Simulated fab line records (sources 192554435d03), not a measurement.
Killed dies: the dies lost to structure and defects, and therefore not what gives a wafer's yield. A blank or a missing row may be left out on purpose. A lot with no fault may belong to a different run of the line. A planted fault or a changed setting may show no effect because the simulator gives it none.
fab line records + flow n5Finfet
record
- lots=7
- wafers=39
route steps=1938 shown BEOL_M2@844 BEOL_M4@1021
startH: the number of hours between the record's first day and the start of the first shown wafer of the lot + waitH: how many hours have passed since the lot's step before this one + " the same as in the row above + L1.1+2: several wafers, shown together as one row + - no value, or no start was given + * or withheld: withheld + < > ~ a bound
route shown NAME@n: names a module that has steps shown in the file, with the first one's number in the route + usual: mean and standard deviation over wafers with no fault + same: alike in all rows + chamber/n: place in a boat + sites: readings site by site + _std_site: their standard deviation + _edge_site: inner sites' mean taken away from outer sites' mean + radiusMm: how far each site lies from the wafer's centre + mask NAME#n: copy n + behind: the most recent tool/chamber to have shaped the wafer + hold: what put the lot on hold/how long, in hours/how the hold closed + device: the transistor (n, p or np) that didn't switch + end of line: at the end of the route, the tests of the same wafers + a step given without rows: its recipe and nothing more + killed: dies that structure and defects cost at the first sort, which is not the same as the wafer's yield + map: per-die view of a wafer (x killed, . not killed, _ where there is no die)
set.NAME: setting as actually run; set.NAME@STEP: the setting as run at that earlier step + model.NAME: the simulator's own value behind a step, which no gauge read
lots run with intentionally changed settings; tables by step, rows by wafer
## steps
# step N5_BEOL_M2_HM_DEP_02
# recipe
- material=TiN
- targetThkA=200
- tempC=25
- chamberPressurePa=0.49996
| lot.wafer    | tool          | chamber | startH | waitH | set.targetThkA | model.TiN_of_BEOL_M2_HM_DEP_02.thkNm |
|--------------|---------------|---------|--------|-------|----------------|--------------------------------------|
| L086.1+2+4   | pvdSputter-03 | -       | 212.08 | 0.5   | 86.92          | 9                                    |
| L086.3+5+6   | "             | -       | "      | "     | 200            | 20.4                                 |
| L087.2+4     | pvdSputter-01 | -       | 236.67 | 0.5   | 200            | 20.2                                 |
| L087.6       | "             | -       | "      | "     | 200            | 20.4                                 |
| L090.1+2+4   | pvdSputter-01 | -       | 240.03 | 0.1   | 200            | 20.4                                 |
| L090.3+5     | "             | -       | "      | "     | 167.9          | 17.2                                 |
| L090.6       | "             | -       | "      | "     | 167.9          | 17                                   |
| L095.1       | pvdSputter-02 | -       | 251.36 | 0.1   | 95.55          | 9.8                                  |
| L095.2       | "             | -       | "      | "     | 95.55          | 9.4                                  |
| L095.3+4     | "             | -       | "      | "     | 200            | 20                                   |
| L095.5       | "             | -       | "      | "     | 200            | 19.8                                 |
| L095.6       | "             | -       | "      | "     | 95.55          | 9.6                                  |
| L094.1+3+4+5 | pvdSputter-02 | -       | 251.66 | 0.0   | 200            | 19.8                                 |
| L094.2+6     | "             | -       | "      | "     | 200            | 20                                   |
| L096.1+3     | pvdSputter-03 | -       | 260.42 | 0.5   | 200            | 20                                   |
| L096.2+4+6   | "             | -       | "      | "     | 86.23          | 8.8                                  |
| L096.5       | "             | -       | "      | "     | 200            | 20.2                                 |
| L097.1+3     | pvdSputter-02 | -       | 269.37 | 0.6   | 200            | 19.8                                 |
| L097.2       | "             | -       | "      | "     | 135.1          | 13.6                                 |
| L097.4       | "             | -       | "      | "     | 200            | 19.6                                 |
| L097.5+6     | "             | -       | "      | "     | 135.1          | 13.4                                 |
# step N5_BEOL_M2_COAT_61
# recipe
- resist=SOC
- tempC=250
- timeS=60
- spinRpm=1500
- resistThkNm=60
# step N5_BEOL_M2_COAT_62
# recipe
- resist=SiARC
- tempC=220
- timeS=60
- spinRpm=1500
- resistThkNm=12
# step N5_BEOL_M2_STRIP_75
# recipe
- chemistry=N2/H2
- tempC=40
- n2FlowSccm=200
- h2FlowSccm=200
- rfFrequencyHz=6e+07
# step N5_BEOL_M2_STRIP_66
# recipe
- chemistry=CF4
- resist=SiARC
- powerW=300
- biasPowerW=75
- pressureMtorr=50
- cf4FlowSccm=150
- rfFrequencyHz=6e+07
# step N5_BEOL_M2_HM_OPEN_17
# recipe
- chemistry=Cl2/BCl3
- targetDepthA=200
- overetchA=60
- target=TiN
- maskMaterial=SOC
- ionEnergyEv=150
- pressureMtorr=10
- icpW=1000
- biasW=126
- Cl2_flow_sccm=53.25
- bcl3FlowSccm=21.75
- Ar_flow_sccm=25
| lot.wafer | tool        | chamber | startH | waitH | set.targetThkA@BEOL_M2_HM_DEP_02 | model.etch.depthNm |
|-----------|-------------|---------|--------|-------|----------------------------------|--------------------|
| L086.1    | rieMetal-01 | 1       | 212.87 | 0.0   | 86.92                            | 8.962              |
| L086.2    | "           | 0       | "      | "     | 86.92                            | 9.046              |
| L086.3    | "           | 1       | "      | "     | 200                              | 20.47              |
| L086.4    | "           | 0       | "      | "     | 86.92                            | 8.937              |
| L086.5    | "           | 1       | "      | "     | 200                              | 20.46              |
| L086.6    | "           | 0       | "      | "     | 200                              | 20.33              |
| L087.2    | rieMetal-03 | 1       | 237.45 | 0.0   | 200                              | 20.12              |
| L087.4    | "           | 1       | "      | "     | 200                              | 20.15              |
| L087.6    | "           | 0       | "      | "     | 200                              | 20.47              |
| L090.1+2  | rieMetal-03 | 1,0     | 240.80 | 0.0   | 200                              | 20.34              |
| L090.3    | "           | 0       | "      | "     | 167.9                            | 17.19              |
| L090.4    | "           | 1       | "      | "     | 200                              | 20.35              |
| L090.5    | "           | 0       | "      | "     | 167.9                            | 17.12              |
| L090.6    | "           | 1       | "      | "     | 167.9                            | 17.09              |
| L095.1    | rieMetal-01 | 1       | 252.16 | 0.0   | 95.55                            | 9.704              |
| L095.2    | "           | 0       | "      | "     | 95.55                            | 9.485              |
| L095.3    | "           | 0       | "      | "     | 200                              | 20                 |
| L095.4    | "           | 1       | "      | "     | 200                              | 19.94              |
| L095.5    | "           | 1       | "      | "     | 200                              | 19.9               |
| L095.6    | "           | 0       | "      | "     | 95.55                            | 9.609              |
| L094.1    | rieMetal-02 | 0       | 252.51 | 0.0   | 200                              | 19.7               |
| L094.2    | "           | 1       | "      | "     | 200                              | 20.04              |
| L094.3    | "           | 1       | "      | "     | 200                              | 19.72              |
| L094.4    | "           | 0       | "      | "     | 200                              | 19.77              |
| L094.5    | "           | 1       | "      | "     | 200                              | 19.78              |
| L094.6    | "           | 0       | "      | "     | 200                              | 20.08              |
| L096.1    | rieMetal-03 | 1       | 261.19 | 0.0   | 200                              | 20.04              |
| L096.2    | "           | 0       | "      | "     | 86.23                            | 8.818              |
| L096.3    | "           | 0       | "      | "     | 200                              | 19.97              |
| L096.4    | "           | 1       | "      | "     | 86.23                            | 8.815              |
| L096.5    | "           | 1       | "      | "     | 200                              | 20.19              |
| L096.6    | "           | 0       | "      | "     | 86.23                            | 8.747              |
| L097.1    | rieMetal-02 | 0       | 270.14 | 0.0   | 200                              | 19.74              |
| L097.2    | "           | 1       | "      | "     | 135.1                            | 13.59              |
| L097.3    | "           | 0       | "      | "     | 200                              | 19.85              |
| L097.4    | "           | 1       | "      | "     | 200                              | 19.63              |
| L097.5    | "           | 1       | "      | "     | 135.1                            | 13.32              |
| L097.6    | "           | 0       | "      | "     | 135.1                            | 13.34              |
# step N5_BEOL_M4_ILD_DEP_00
# recipe
- material=SiOC
- targetThkA=790
- tempC=350
- precursor=DEMS/O2
- pressureTorr=5
- rfW=500
- timeS=15.3
| lot.wafer | tool     | chamber | startH | waitH | set.targetThkA | model.SiOC_of_BEOL_M4_ILD_DEP_00.thkNm |
|-----------|----------|---------|--------|-------|----------------|----------------------------------------|
| L086.1    | pecvd-03 | 1       | 248.66 | 0.0   | 790            | 77.4                                   |
| L086.2    | "        | 2       | "      | "     | 484            | 48.2                                   |
| L086.3    | "        | 0       | "      | "     | 790            | 77.8                                   |
| L086.4    | "        | 2       | "      | "     | 790            | 79.4                                   |
| L086.5    | "        | 1       | "      | "     | 484            | 47.4                                   |
| L086.6    | "        | 0       | "      | "     | 484            | 49                                     |
| L087.2    | pecvd-01 | 1       | 254.67 | 0.0   | 790            | 78.6                                   |
| L087.4    | "        | 0       | "      | "     | 790            | 79.6                                   |
| L087.6    | "        | 1       | "      | "     | 790            | 80                                     |
| L090.1    | pecvd-02 | 1       | 263.48 | 0.0   | 1195           | 118.2                                  |
| L090.2    | "        | 2       | "      | "     | 790            | 80                                     |
| L090.3    | "        | 0       | "      | "     | 1195           | 119.2                                  |
| L090.4    | "        | 0       | "      | "     | 1195           | 121.6                                  |
| L090.5    | "        | 1       | "      | "     | 790            | 79                                     |
| L090.6    | "        | 2       | "      | "     | 790            | 80.6                                   |
| L095.1    | pecvd-02 | 0       | 282.24 | 0.0   | 790            | 78.4                                   |
| L095.2    | "        | 2       | "      | "     | 790            | 79.2                                   |
| L095.3    | "        | 1       | "      | "     | 985.1          | 97                                     |
| L095.4    | "        | 0       | "      | "     | 790            | 80.8                                   |
| L095.5    | "        | 1       | "      | "     | 985.1          | 99.4                                   |
| L095.6    | "        | 2       | "      | "     | 985.1          | 100.8                                  |
| L094.1    | pecvd-01 | 0       | 295.44 | 0.0   | 996.1          | 98.6                                   |
| L094.2    | "        | 1       | "      | "     | 790            | 77.6                                   |
| L094.3    | "        | 1       | "      | "     | 996.1          | 100                                    |
| L094.4    | "        | 0       | "      | "     | 790            | 78.8                                   |
| L094.5    | "        | 0       | "      | "     | 790            | 79.2                                   |
| L094.6    | "        | 1       | "      | "     | 996.1          | 98.8                                   |
| L096.1+6  | pecvd-02 | 2,1     | 308.38 | 0.0   | 790            | 79.6                                   |
| L096.2    | "        | 1       | "      | "     | 790            | 77.8                                   |
| L096.3    | "        | 0       | "      | "     | 790            | 79.4                                   |
| L096.4    | "        | 0       | "      | "     | 790            | 80                                     |
| L096.5    | "        | 2       | "      | "     | 790            | 80.6                                   |
| L097.1+4  | pecvd-03 | 2,0     | 312.90 | 0.0   | 790            | 79.4                                   |
| L097.2    | "        | 1       | "      | "     | 790            | 77                                     |
| L097.3    | "        | 0       | "      | "     | 790            | 77.6                                   |
| L097.5    | "        | 2       | "      | "     | 790            | 79                                     |
| L097.6    | "        | 1       | "      | "     | 790            | 78.6                                   |
# step N5_BEOL_M4_THK_MEAS_01
# recipe
- reads=SiOC_of_BEOL_M4_ILD_DEP_00
# usual
- M4_ILD_THK=78.8/1
| lot.wafer | tool         | chamber | startH | waitH | set.targetThkA@BEOL_M4_ILD_DEP_00 | M4_ILD_THK[nm] |
|-----------|--------------|---------|--------|-------|-----------------------------------|----------------|
| L086.1    | filmMetro-02 | -       | 248.72 | 0.0   | 790                               | 77.3           |
| L086.2    | "            | -       | "      | "     | 484                               | 48.3           |
| L086.3    | "            | -       | "      | "     | 790                               | 77.9           |
| L086.4    | "            | -       | "      | "     | 790                               | 79.3           |
| L086.5    | "            | -       | "      | "     | 484                               | 47.4           |
| L086.6    | "            | -       | "      | "     | 484                               | 48.9           |
| L087.2    | filmMetro-01 | -       | 254.74 | 0.1   | 790                               | 78.6           |
| L087.4    | "            | -       | "      | "     | 790                               | 79.7           |
| L087.6    | "            | -       | "      | "     | 790                               | 79.9           |
| L090.1    | filmMetro-02 | -       | 263.54 | 0.0   | 1195                              | 118.3          |
| L090.2    | "            | -       | "      | "     | 790                               | 80.0           |
| L090.3    | "            | -       | "      | "     | 1195                              | 119.1          |
| L090.4    | "            | -       | "      | "     | 1195                              | 121.6          |
| L090.5    | "            | -       | "      | "     | 790                               | 78.9           |
| L090.6    | "            | -       | "      | "     | 790                               | 80.6           |
| L095.1    | filmMetro-02 | -       | 282.30 | 0.0   | 790                               | 78.4           |
| L095.2    | "            | -       | "      | "     | 790                               | 79.1           |
| L095.3    | "            | -       | "      | "     | 985.1                             | 97.2           |
| L095.4    | "            | -       | "      | "     | 790                               | 80.7           |
| L095.5    | "            | -       | "      | "     | 985.1                             | 99.4           |
| L095.6    | "            | -       | "      | "     | 985.1                             | 100.8          |
| L094.1    | filmMetro-01 | -       | 295.52 | 0.1   | 996.1                             | 98.7           |
| L094.2    | "            | -       | "      | "     | 790                               | 77.7           |
| L094.3    | "            | -       | "      | "     | 996.1                             | 100.1          |
| L094.4    | "            | -       | "      | "     | 790                               | 78.8           |
| L094.5    | "            | -       | "      | "     | 790                               | 79.1           |
| L094.6    | "            | -       | "      | "     | 996.1                             | 98.9           |
| L096.1    | filmMetro-01 | -       | 308.45 | 0.0   | 790                               | 79.6           |
| L096.2    | "            | -       | "      | "     | 790                               | 77.7           |
| L096.3    | "            | -       | "      | "     | 790                               | 79.4           |
| L096.4    | "            | -       | "      | "     | 790                               | 80.0           |
| L096.5    | "            | -       | "      | "     | 790                               | 80.5           |
| L096.6    | "            | -       | "      | "     | 790                               | 79.7           |
| L097.1    | filmMetro-02 | -       | 312.97 | 0.0   | 790                               | 79.4           |
| L097.2    | "            | -       | "      | "     | 790                               | 76.9           |
| L097.3    | "            | -       | "      | "     | 790                               | 77.6           |
| L097.4    | "            | -       | "      | "     | 790                               | 79.3           |
| L097.5    | "            | -       | "      | "     | 790                               | 78.9           |
| L097.6    | "            | -       | "      | "     | 790                               | 78.6           |
# step N5_BEOL_M4_TRENCH_ETCH_37
# recipe
- chemistry=C4F6/O2
- targetDepthA=555.55
- target=SiOC
- timeS=29.2
- ionEnergyEv=250
- pressureMtorr=30
- sourceW=355
- biasW=185
- Ar_flow_sccm=300
- C4F6_flow_sccm=10
- O2_flow_sccm=10
| lot.wafer | tool       | chamber | startH | waitH | set.timeS | model.etch.depthNm | model.BEOL_M4.featureDepthNm |
|-----------|------------|---------|--------|-------|-----------|--------------------|------------------------------|
| L086.1    | rieDiel-01 | 2       | -      | -     | 29.2      | 54.04              | 54                           |
| L086.2    | "          | 0       | "      | "     | 23.85     | 44.42              | 44.4                         |
| L086.3    | "          | 3       | "      | "     | 23.85     | 45.71              | 45.8                         |
| L086.4    | "          | 1       | "      | "     | 23.85     | 45.46              | 45.4                         |
| L086.5    | "          | 0       | "      | "     | 29.2      | 54.16              | 54.2                         |
| L086.6    | "          | 1       | "      | "     | 29.2      | 56.58              | 56.6                         |
| L087.2    | rieDiel-06 | 1       | -      | -     | 29.2      | 55.49              | 55.4                         |
| L087.4    | "          | 0       | "      | "     | 29.2      | 54.69              | 54.6                         |
| L087.6    | "          | 2       | "      | "     | 29.2      | 55.79              | 55.8                         |
| L090.1    | rieDiel-01 | 3       | -      | -     | 29.2      | 55.45              | 55.4                         |
| L090.2    | "          | 2       | "      | "     | 23.71     | 43.54              | 43.6                         |
| L090.3    | "          | 0       | "      | "     | 29.2      | 53.96              | 54                           |
| L090.4    | "          | 2       | "      | "     | 23.71     | 43.36              | 43.4                         |
| L090.5    | "          | 3       | "      | "     | 23.71     | 45.32              | 45.4                         |
| L090.6    | "          | 0       | "      | "     | 29.2      | 54.07              | 54                           |
| L094.1    | rieDiel-01 | 0       | -      | -     | 29.2      | 53.52              | 53.6                         |
| L094.2    | "          | 1       | "      | "     | 29.2      | 56.33              | 56.4                         |
| L094.3    | "          | 3       | "      | "     | 29.2      | 55.3               | 55.2                         |
| L094.4    | "          | 1       | "      | "     | 29.2      | 56.37              | 56.4                         |
| L094.5    | "          | 0       | "      | "     | 29.2      | 53.55              | 53.6                         |
| L094.6    | "          | 3       | "      | "     | 29.2      | 55.09              | 55                           |
| L095.1    | rieDiel-01 | 0       | -      | -     | 29.2      | 53.64              | 53.6                         |
| L095.2    | "          | 1       | "      | "     | 29.2      | 56.24              | 56.2                         |
| L095.3    | "          | 3       | "      | "     | 29.2      | 55.79              | 55.8                         |
| L095.4    | "          | 1       | "      | "     | 29.2      | 56.72              | 56.8                         |
| L095.5    | "          | 0       | "      | "     | 29.2      | 53.88              | 53.8                         |
| L095.6    | "          | 3       | "      | "     | 29.2      | 55.91              | 56                           |
| L096.1    | rieDiel-03 | 0       | -      | -     | 29.2      | 55.28              | 55.2                         |
| L096.2    | "          | 1       | "      | "     | 29.2      | 57.3               | 57.2                         |
| L096.3    | "          | 3       | "      | "     | 29.2      | 53.99              | 54                           |
| L096.4    | "          | 2       | "      | "     | 29.2      | 56                 | 56                           |
| L096.5    | "          | 2       | "      | "     | 29.2      | 56.07              | 56                           |
| L096.6    | "          | 1       | "      | "     | 29.2      | 57.41              | 57.4                         |
| L097.1    | rieDiel-06 | 0       | -      | -     | 21.07     | 39.26              | 39.2                         |
| L097.2    | "          | 1       | "      | "     | 29.2      | 56.42              | 56.4                         |
| L097.3    | "          | 3       | "      | "     | 29.2      | 55.88              | 55.8                         |
| L097.4    | "          | 2       | "      | "     | 29.2      | 56.65              | 56.6                         |
| L097.5    | "          | 2       | "      | "     | 21.07     | 40.3               | 40.2                         |
| L097.6    | "          | 3       | "      | "     | 21.07     | 40.17              | 40.2                         |
# step N5_BEOL_M4_ETCH_41
# recipe
- chemistry=CH3F/O2
- target=SiCN
- targetDepthA=299
- taperDeg=2
- timeS=52.5
- ionEnergyEv=120
- maskMaterial=TiN
- pressureMtorr=30
- sourceW=395
- biasW=75
- Ar_flow_sccm=150
- CH3F_flow_sccm=30
- O2_flow_sccm=20
# step N5_BEOL_M4_STRIP_97
# recipe
- chemistry=N2/H2
- timeS=10
- powerW=450
- tempC=40
- pressureMtorr=20
- rfFrequencyHz=6e+07
- biasPowerW=7
- n2FlowSccm=200
- h2FlowSccm=200
# step N5_BEOL_M4_ECD_50
# recipe
- material=Cu
- targetThkA=3000
# step N5_BEOL_M4_ANNEAL_51
# recipe
- tempC=225
- timeS=90
- ambient=N2
# step N5_BEOL_M4_CMP_52
# recipe
- stopOn=SiOC
- tOverpolishS=6.8
- downForcePsi=1
- platenRpm=50
- clearingPlatenDownForcePsi=1.5
- clearingPlatenRpm=50
- postCmpClean=cuAlkaline
- targetThkNm=40
- clearingPlatenPadVelocityMS=0.99484
- padVelocityMS=0.99484
| lot.wafer  | tool   | chamber | startH | waitH | set.timeS@BEOL_M4_TRENCH_ETCH_37 | model.Cu_of_BEOL_M4_ECD_50.thkNm |
|------------|--------|---------|--------|-------|----------------------------------|----------------------------------|
| L086.3     | cmp-03 | 1       | 271.82 | 0.2   | 23.85                            | 29.4                             |
| L086.4     | "      | 2       | "      | "     | 23.85                            | 30.4                             |
| L086.2     | "      | 3       | "      | "     | 23.85                            | 27.6                             |
| L086.1     | "      | 0       | "      | "     | 29.2                             | 37.2                             |
| L086.5     | "      | 1       | "      | "     | 29.2                             | 39                               |
| L086.6     | "      | 2       | "      | "     | 29.2                             | 39.2                             |
| L087.4     | cmp-03 | 1       | 277.61 | 0.2   | 29.2                             | 39.8                             |
| L087.2     | "      | 3       | "      | "     | 29.2                             | 41                               |
| L087.6     | "      | 2       | "      | "     | 29.2                             | 39.6                             |
| L090.4     | cmp-01 | 1       | 287.42 | 0.1   | 23.71                            | 28                               |
| L090.1     | "      | 2       | "      | "     | 29.2                             | 40                               |
| L090.3     | "      | 3       | "      | "     | 29.2                             | 39.6                             |
| L090.2     | "      | 0       | "      | "     | 23.71                            | 27.4                             |
| L090.5     | "      | 1       | "      | "     | 23.71                            | 30.6                             |
| L090.6     | "      | 2       | "      | "     | 29.2                             | 38.4                             |
| L094.1     | cmp-01 | 3       | 303.49 | 0.3   | 29.2                             | 38.4                             |
| L094.4     | "      | 0       | "      | "     | 29.2                             | 39.8                             |
| L094.3     | "      | 1       | "      | "     | 29.2                             | 39.6                             |
| L094.2     | "      | 2       | "      | "     | 29.2                             | 39                               |
| L094.6     | "      | 3       | "      | "     | 29.2                             | 39.2                             |
| L094.5     | "      | 0       | "      | "     | 29.2                             | 37.4                             |
| L095.2     | cmp-04 | 1       | 310.33 | 0.2   | 29.2                             | 41.4                             |
| L095.1     | "      | 2       | "      | "     | 29.2                             | 39.2                             |
| L095.3     | "      | 3       | "      | "     | 29.2                             | 39                               |
| L095.4     | "      | 0       | "      | "     | 29.2                             | 42                               |
| L095.6+5   | "      | 1,2     | "      | "     | 29.2                             | 39.4                             |
| L096.1     | cmp-04 | 0       | 330.88 | 0.3   | 29.2                             | 39.4                             |
| L096.2+4+6 | "      | 1,2,1   | "      | "     | 29.2                             | 41.2                             |
| L096.3     | "      | 3       | "      | "     | 29.2                             | 37                               |
| L096.5     | "      | 0       | "      | "     | 29.2                             | 41                               |
| L097.1     | cmp-01 | 3       | 334.57 | 0.3   | 21.07                            | 22.4                             |
| L097.2     | "      | 0       | "      | "     | 29.2                             | 39                               |
| L097.4     | "      | 1       | "      | "     | 29.2                             | 40.2                             |
| L097.3     | "      | 2       | "      | "     | 29.2                             | 38.6                             |
| L097.6     | "      | 3       | "      | "     | 21.07                            | 23.2                             |
| L097.5     | "      | 0       | "      | "     | 21.07                            | 22.8                             |
## key
split
- step=N5_BEOL_M2_HM_DEP_02
- setting=targetThkA
- stated=200
- by=wafer
response
- step=N5_BEOL_M2_HM_DEP_02
- reading=model.TiN_of_BEOL_M2_HM_DEP_02.thkNm
- change=+0.199
- per=1%
- r=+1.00
response
- step=N5_BEOL_M2_HM_OPEN_17
- reading=model.etch.depthNm
- change=+0.199
- per=1%
- r=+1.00
split
- step=N5_BEOL_M4_ILD_DEP_00
- setting=targetThkA
- stated=790
- by=wafer
response
- step=N5_BEOL_M4_ILD_DEP_00
- reading=model.SiOC_of_BEOL_M4_ILD_DEP_00.thkNm
- change=+0.779
- per=1%
- r=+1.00
response
- step=N5_BEOL_M4_THK_MEAS_01
- reading=M4_ILD_THK
- change=+0.781
- per=1%
- r=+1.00
split
- step=N5_BEOL_M4_TRENCH_ETCH_37
- setting=timeS
- stated=29.2
- by=wafer
response
- step=N5_BEOL_M4_TRENCH_ETCH_37
- reading=model.etch.depthNm
- change=+0.567
- per=1%
- r=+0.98
response
- step=N5_BEOL_M4_TRENCH_ETCH_37
- reading=model.BEOL_M4.featureDepthNm
- change=+0.566
- per=1%
- r=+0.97
response
- step=N5_BEOL_M4_CMP_52
- reading=model.Cu_of_BEOL_M4_ECD_50.thkNm
- change=+0.567
- per=1%
- r=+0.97
